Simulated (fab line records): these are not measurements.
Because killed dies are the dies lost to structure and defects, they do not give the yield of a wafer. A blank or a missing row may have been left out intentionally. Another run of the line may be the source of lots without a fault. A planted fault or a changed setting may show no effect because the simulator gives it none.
fab line records -- flow nandHarc
record: lots: 11, wafers: 33, lastDay: 33
route steps=1302 shown P_STI@100 P_GATE@138
lots that met no fault: taken from a fault-free run of the same line
startH: hours from the record's first day to the start of the lot's first wafer shown -- waitH: hours from the lot's prior step to this one -- " as in the row above -- L1.1+2: a single row standing in for several wafers -- - no value, or no start given -- * or withheld: withheld -- < > ~ a bound
route shown NAME@n: a module of which the file shows steps, and the number in the route of the first -- usual: the fault-free wafers' mean and standard deviation -- same: alike in all rows -- chamber/n: place in a boat -- sites: readings site by site -- _std_site: the standard deviation of these -- _edge_site: mean of outer sites minus mean of inner sites -- radiusMm: for every site, how far away it sits from the centre of the wafer -- mask NAME#n: copy n -- behind: the last tool/chamber to shape the wafer -- hold: cause of the lot's hold/its duration in hours/its outcome -- device: which transistor (n, p or np) failed to switch -- end of line: tests of these same wafers at the route's end -- a step given without rows: its recipe and nothing more -- killed: dies that structure and defects cost at the first sort, which is not the same as the wafer's yield -- map: shows each die of a wafer: x if killed, . if not, _ if none is there
set.NAME: the setting the step ran with; set.NAME@STEP: the setting that earlier step ran with -- model.NAME: the simulator's own value behind a step, which no gauge read
route steps across a sampled set of lots; one table per step, one row per wafer
services: from which hour (startH, from the record's first day; less than 0 if before it) a tool's chamber was out of use, for how many hours, and why
== steps ==
step: NHARC_P_STI_CMP_21
recipe: tOverpolishS: 20, targetThkNm: 380.67
usual: motorCurrentA: 11.8/1.1, overpolishRunS: 20.000/0.0098, slurryFilterDpKPa: 13.51/0.13
lot.wafer,tool,chamber,startH,waitH,motorCurrentA,overpolishRunS,slurryFilterDpKPa
L624.4,cmp-02,2,65.28,0.4,10.6,20.014,13.20
L624.5,cmp-02,1,65.28,0.4,13.9,20.012,13.33
L624.6,cmp-02,2,65.28,0.4,11.0,20.005,13.44
L625.2,cmp-02,0,75.35,0.4,10.8,19.998,13.43
L625.1,cmp-02,1,75.35,0.4,13.1,20.009,13.39
L625.6,cmp-02,3,75.35,0.4,12.4,20.005,13.39
L628.4,cmp-04,3,102.16,0.4,12.2,19.995,13.82
L628.3,cmp-04,0,102.16,0.4,12.5,20.011,13.27
L628.2,cmp-04,1,102.16,0.4,12.5,19.997,13.41
L629.4,cmp-02,1,114.36,0.4,13.7,20.009,13.32
L629.2,cmp-02,0,114.36,0.4,11.2,20.010,13.33
L629.6,cmp-02,1,114.36,0.4,13.5,20.009,13.35
L630.2,cmp-03,2,124.47,0.4,11.6,20.002,13.40
L630.5,cmp-03,1,124.47,0.4,13.6,20.011,13.39
L630.6,cmp-03,2,124.47,0.4,11.9,19.985,13.67
L631.1,cmp-03,0,137.19,0.4,10.4,19.995,13.54
L631.5,cmp-03,1,137.19,0.4,14.5,20.000,13.34
L631.6,cmp-03,2,137.19,0.4,11.9,20.008,13.44
L635.2,cmp-02,3,173.43,0.4,11.2,19.994,13.53
L635.4,cmp-02,1,173.43,0.4,13.1,19.989,13.67
L635.5,cmp-02,3,173.43,0.4,12.2,19.998,13.55
L637.3,cmp-02,0,195.43,0.4,10.3,20.000,13.60
L637.1,cmp-02,2,195.43,0.4,10.9,19.986,13.66
L637.5,cmp-02,1,195.43,0.4,13.5,20.002,13.61
L638.2,cmp-03,3,209.17,0.4,11.9,19.996,13.51
L638.4,cmp-03,1,209.17,0.4,14.5,20.005,13.43
L638.6,cmp-03,3,209.17,0.4,11.3,20.005,13.44
L642.4,cmp-02,3,249.37,0.4,11.9,19.997,13.51
L642.6,cmp-02,1,249.37,0.4,12.9,19.999,13.40
L642.5,cmp-02,2,249.37,0.4,10.8,19.993,13.52
L647.2,cmp-03,0,290.52,0.4,10.8,20.005,13.56
L647.4,cmp-03,2,290.52,0.4,11.3,19.989,13.52
L647.5,cmp-03,0,290.52,0.4,10.2,20.005,13.65
step: NHARC_P_GATE_EXPOSE_23
recipe: na: 1.35, targetCdNm: 120, doseMj: 93.91, maskId: P_GATE
lot.wafer,tool,chamber,startH,waitH,mask
L624.4+5+6,arfiScanner-01,0,96.30,-,P_GATE#0
L625.1+2+6,arfiScanner-01,0,110.99,-,P_GATE#0
L628.2+3+4,arfiScanner-02,0,131.89,-,P_GATE#0
L629.2+4+6,arfiScanner-02,0,144.64,-,P_GATE#0
L630.2+5+6,arfiScanner-02,0,154.70,-,P_GATE#0
L631.1+5+6,arfiScanner-03,0,170.29,-,P_GATE#0
L635.2+4+5,arfiScanner-03,0,207.25,-,P_GATE#0
L637.1+3+5,arfiScanner-02,0,230.06,-,P_GATE_R1#0
L638.2+4+6,arfiScanner-02,0,244.51,-,P_GATE#0
L642.4+5+6,arfiScanner-03,0,287.08,-,P_GATE#0
L647.2+4+5,arfiScanner-03,0,326.60,-,P_GATE#0
step: NHARC_P_GATE_CD_MEAS_26
recipe: targetCdNm: 120, landingEnergyEv: 500
usual: cdNm: 120.1/0.57
lot.wafer,tool,chamber,startH,waitH,cdNm
L624.4,cdSem-01,0,96.43,-,120.0
L624.5,cdSem-01,0,96.43,-,120.1
L624.6,cdSem-01,0,96.43,-,119.6
L625.1,cdSem-01,0,111.13,-,120.9
L625.2,cdSem-01,0,111.13,-,119.9
L625.6,cdSem-01,0,111.13,-,120.0
L628.2,cdSem-03,0,132.03,-,119.8
L628.3,cdSem-03,0,132.03,-,119.5
L628.4,cdSem-03,0,132.03,-,119.5
L629.2,cdSem-02,0,144.78,-,120.5
L629.4,cdSem-02,0,144.78,-,119.8
L629.6,cdSem-02,0,144.78,-,119.8
L630.2,cdSem-03,0,154.84,-,120.0
L630.5,cdSem-03,0,154.84,-,120.3
L630.6,cdSem-03,0,154.84,-,120.5
L631.1,cdSem-01,0,170.43,-,120.0
L631.5,cdSem-01,0,170.43,-,119.7
L631.6,cdSem-01,0,170.43,-,119.6
L635.2,cdSem-03,0,207.39,-,120.2
L635.4,cdSem-03,0,207.39,-,119.6
L635.5,cdSem-03,0,207.39,-,121.3
L637.1,cdSem-02,0,230.20,-,112.9
L637.3,cdSem-02,0,230.20,-,113.8
L637.5,cdSem-02,0,230.20,-,113.3
L638.2,cdSem-03,0,244.65,-,120.1
L638.4,cdSem-03,0,244.65,-,119.5
L638.6,cdSem-03,0,244.65,-,119.7
L642.4,cdSem-03,0,287.21,-,119.5
L642.5,cdSem-03,0,287.21,-,119.0
L642.6,cdSem-03,0,287.21,-,119.1
L647.2,cdSem-01,0,326.74,-,120.4
L647.4,cdSem-01,0,326.74,-,120.3
L647.5,cdSem-01,0,326.74,-,120.4
step: NHARC_P_GATE_DESCUM_31
recipe: timeS: 3, o2FlowSccm: 200, arFlowSccm: 0, biasPowerW: 0, chemistry: O2
usual: drypumpMotorCurrentA: 5.6/0.38, oesProductAu: 1.002/0.011, rfVppV: 57.9/0.82, showerheadPlenumPTorr: 1.95/0.072, throttleValvePct: 11.311/0.009
lot.wafer,tool,chamber,startH,waitH,drypumpMotorCurrentA,oesProductAu,rfHoursCounterH,rfVppV,showerheadPlenumPTorr,throttleValvePct
L624.4,rieDiel-02,2,96.62,0.1,6.1,1.016,0.8,58.1,1.96,11.311
L624.5,rieDiel-02,1,96.62,0.1,5.6,1.011,-,57.5,2.01,11.316
L624.6,rieDiel-02,2,96.62,0.1,6.1,1.019,-,57.3,1.96,11.320
L625.2,rieDiel-10,0,111.33,0.1,5.4,0.990,1.5,57.4,1.89,11.307
L625.1,rieDiel-10,1,111.33,0.1,6.0,1.019,1.4,58.1,1.90,11.311
L625.6,rieDiel-10,1,111.33,0.1,6.0,1.018,-,58.6,1.90,11.328
L628.2,rieDiel-10,3,132.24,0.1,5.8,1.013,1.2,58.6,1.98,11.330
L628.3,rieDiel-10,0,132.24,0.1,5.4,1.005,2.2,57.4,1.89,11.311
L628.4,rieDiel-10,1,132.24,0.1,6.0,1.008,2.1,57.1,1.90,11.291
L629.2,rieDiel-10,1,144.96,0.1,6.0,1.032,3.5,57.7,1.90,11.280
L629.4,rieDiel-10,2,144.96,0.1,5.5,0.995,3.1,58.8,2.05,11.309
L629.6,rieDiel-10,2,144.96,0.1,5.5,1.005,-,58.2,2.05,11.309
L630.2,rieDiel-10,0,155.03,0.1,5.4,1.008,3.9,57.5,1.89,11.295
L630.6,rieDiel-10,3,155.03,0.1,5.8,1.004,-,56.6,1.98,11.318
L630.5,rieDiel-10,0,155.03,0.1,5.4,1.003,-,58.9,1.89,11.320
L631.1,rieDiel-02,1,170.65,0.1,5.6,1.013,5.1,60.0,2.01,11.311
L631.6,rieDiel-02,2,170.65,0.1,6.1,1.008,-,57.0,1.96,11.310
L631.5,rieDiel-02,3,170.65,0.1,5.6,1.010,-,57.0,1.82,11.291
L635.4,rieDiel-07,0,207.59,0.1,5.5,1.002,5.0,57.7,1.89,11.291
L635.2,rieDiel-07,1,207.59,0.1,4.7,0.998,4.6,57.9,2.02,11.313
L635.5,rieDiel-07,2,207.59,0.1,5.9,0.985,-,58.0,2.03,11.313
L637.1,rieDiel-02,3,230.39,0.1,5.6,1.017,0.5,58.0,1.82,11.315
L637.3,rieDiel-02,0,230.39,0.1,5.1,1.016,0.9,57.1,1.89,11.305
L637.5,rieDiel-02,3,230.39,0.1,5.6,1.012,-,59.0,1.82,11.322
L638.4,rieDiel-02,3,244.84,0.1,5.6,1.006,1.6,58.5,1.82,11.320
L638.2,rieDiel-02,0,244.84,0.1,5.1,0.998,1.9,58.4,1.89,11.314
L638.6,rieDiel-02,3,244.84,0.1,5.6,1.007,-,56.1,1.82,11.309
L642.4,rieDiel-02,2,287.42,0.1,6.1,1.002,3.9,58.5,1.96,11.310
L642.5,rieDiel-02,3,287.42,0.1,5.6,1.007,-,56.9,1.82,11.311
L642.6,rieDiel-02,0,287.42,0.1,5.1,1.003,-,57.4,1.89,11.320
L647.4,rieDiel-02,0,326.93,0.1,5.1,1.010,6.5,57.6,1.89,11.300
L647.2,rieDiel-02,2,326.93,0.1,6.1,1.004,6.8,58.3,1.96,11.313
L647.5,rieDiel-02,0,326.93,0.1,5.1,0.997,-,57.8,1.89,11.316
step: NHARC_P_GATE_HM_OPEN_105
recipe: targetDepthA: 3600, o2FlowSccm: 400, cosFlowSccm: 20, arFlowSccm: 0, rfW: 500, biasW: 300, chemistry: O2/COS
usual: drypumpMotorCurrentA: 5.6/0.38, oesProductAu: 1.002/0.0099, rfFwdPowerW: 498.1/1.7, rfVppV: 468.2/2.3, showerheadPlenumPTorr: 3.17/0.11, throttleValvePct: 28.330/0.0094
lot.wafer,tool,chamber,startH,waitH,drypumpMotorCurrentA,oesProductAu,rfFwdPowerW,rfHoursCounterH,rfVppV,showerheadPlenumPTorr,throttleValvePct
L624.4,rieDiel-02,3,-,-,5.6,0.993,495.4,0.8,464.9,2.98,28.328
L624.6,rieDiel-02,3,-,-,5.6,0.994,495.9,-,464.9,2.98,28.329
L624.5,rieDiel-02,0,-,-,5.1,1.006,501.5,-,466.1,3.08,28.334
L625.1,rieDiel-10,2,-,-,5.4,0.984,494.2,1.1,470.6,3.33,28.330
L625.2,rieDiel-10,0,-,-,5.4,0.995,499.3,1.5,466.2,3.09,28.329
L625.6,rieDiel-10,2,-,-,5.5,0.972,497.0,-,473.7,3.33,28.350
L628.2,rieDiel-10,3,-,-,5.7,1.006,495.0,1.3,469.5,3.22,28.326
L628.4,rieDiel-10,0,-,-,5.3,0.999,498.2,2.2,465.9,3.09,28.327
L628.3,rieDiel-10,1,-,-,6.0,1.003,496.3,2.1,466.6,3.11,28.341
L629.2,rieDiel-10,2,-,-,5.5,1.002,497.2,3.1,471.0,3.33,28.339
L629.4,rieDiel-10,3,-,-,5.8,1.012,497.1,2.6,469.1,3.22,28.321
L629.6,rieDiel-10,1,-,-,6.0,1.009,497.3,-,467.6,3.11,28.313
L630.2,rieDiel-10,0,-,-,5.4,1.010,499.2,3.9,465.4,3.09,28.319
L630.6,rieDiel-10,0,-,-,5.4,1.001,497.8,-,465.2,3.09,28.337
L630.5,rieDiel-10,1,-,-,6.0,1.016,498.0,-,467.8,3.11,28.322
L631.1,rieDiel-02,0,-,-,5.1,1.001,499.1,4.4,466.2,3.08,28.330
L631.6,rieDiel-02,1,-,-,5.7,1.005,497.5,-,469.9,3.27,28.321
L631.5,rieDiel-02,2,-,-,6.1,1.013,497.8,-,469.6,3.19,28.338
L635.4,rieDiel-07,3,-,-,6.3,1.000,500.5,4.6,467.8,3.16,28.332
L635.2,rieDiel-07,1,-,-,4.8,0.992,497.4,4.6,471.2,3.29,28.334
L635.5,rieDiel-07,2,-,-,5.9,0.982,499.6,-,471.4,3.31,28.340
L637.3,rieDiel-02,3,-,-,5.6,1.002,495.2,0.5,464.6,2.97,28.326
L637.1,rieDiel-02,0,-,-,5.1,1.006,500.2,0.9,465.9,3.08,28.333
L637.5,rieDiel-02,3,-,-,5.6,1.004,499.6,-,464.9,2.97,28.331
L638.2,rieDiel-02,3,-,-,5.6,1.017,500.7,1.6,464.0,2.97,28.320
L638.4,rieDiel-02,0,-,-,5.1,1.002,498.5,1.9,466.0,3.08,28.323
L638.6,rieDiel-02,2,-,-,6.1,1.020,499.4,-,468.7,3.19,28.334
L642.4,rieDiel-02,3,-,-,5.6,1.006,496.9,4.2,463.8,2.97,28.333
L642.5,rieDiel-02,2,-,-,6.0,1.009,498.2,-,467.7,3.19,28.338
L642.6,rieDiel-02,3,-,-,5.6,1.012,495.3,-,463.3,2.97,28.322
L647.2,rieDiel-02,0,-,-,5.1,1.008,497.4,6.5,468.0,3.08,28.331
L647.4,rieDiel-02,3,-,-,5.6,0.999,496.3,6.4,465.0,2.97,28.326
L647.5,rieDiel-02,1,-,-,5.6,1.015,494.6,-,469.8,3.27,28.318
== services ==
tool,chamber,startH,hours,kind
cmp-03,-,47.02,3.2,repair
cmp-02,-,51.51,1.1,repair
arfiScanner-03,-,52.62,0.7,repair
cmp-03,-,64.00,4.0,pm
rieDiel-10,-,65.50,9.0,pm
arfiScanner-02,-,78.97,0.5,repair
rieDiel-10,3,105.27,19.9,repair
cmp-03,-,110.19,0.8,repair
arfiScanner-02,-,111.43,1.6,repair
cmp-03,-,114.45,2.6,repair
cmp-02,-,134.50,4.0,pm
cmp-02,-,139.67,2.1,repair
arfiScanner-02,-,140.00,4.0,pm
cmp-03,-,162.00,4.0,pm
cmp-02,-,186.71,3.2,repair
rieDiel-02,-,217.02,9.0,pm
rieDiel-10,1,227.91,13.4,repair
cmp-02,-,232.50,4.0,pm
rieDiel-10,-,242.50,9.0,pm
arfiScanner-02,-,260.08,5.4,repair
rieDiel-02,2,263.44,4.9,repair
cmp-02,-,273.48,0.8,repair
arfiScanner-02,-,312.00,4.0,pm
rieDiel-02,-,317.89,2.4,repair
== key ==
firstSign: step: NHARC_P_GATE_EXPOSE_23, reading: mask, direction: changed
effect: step: NHARC_P_GATE_CD_MEAS_26, reading: cdNm, direction: down, sigmas: 12, usual: 120.1, struck: 113.3
metAt NHARC_P_GATE_EXPOSE_23
struckLots L637
testerLeftOut L637
notActingAt NHARC_P_STI_CMP_21,NHARC_P_GATE_DESCUM_31,NHARC_P_GATE_HM_OPEN_105
onsetBetween 154.70 230.06
fault: kind: wrongMask, tool: any, chamber: -, onsetH: 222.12, steps: NHARC_P_GATE_EXPOSE_23, auxCopy: P_GATE_R1#0, cdOffsetNm: -6.7088, scope: struckLotsOnly
testerLeftOut: of these lots the tester's yield and bins aren't shown, on N5 and GAA mostly nor the transistor test; their killed dies are dies lost to structure and defects alone, not to doping, threshold or leakage, so they don't give the yield
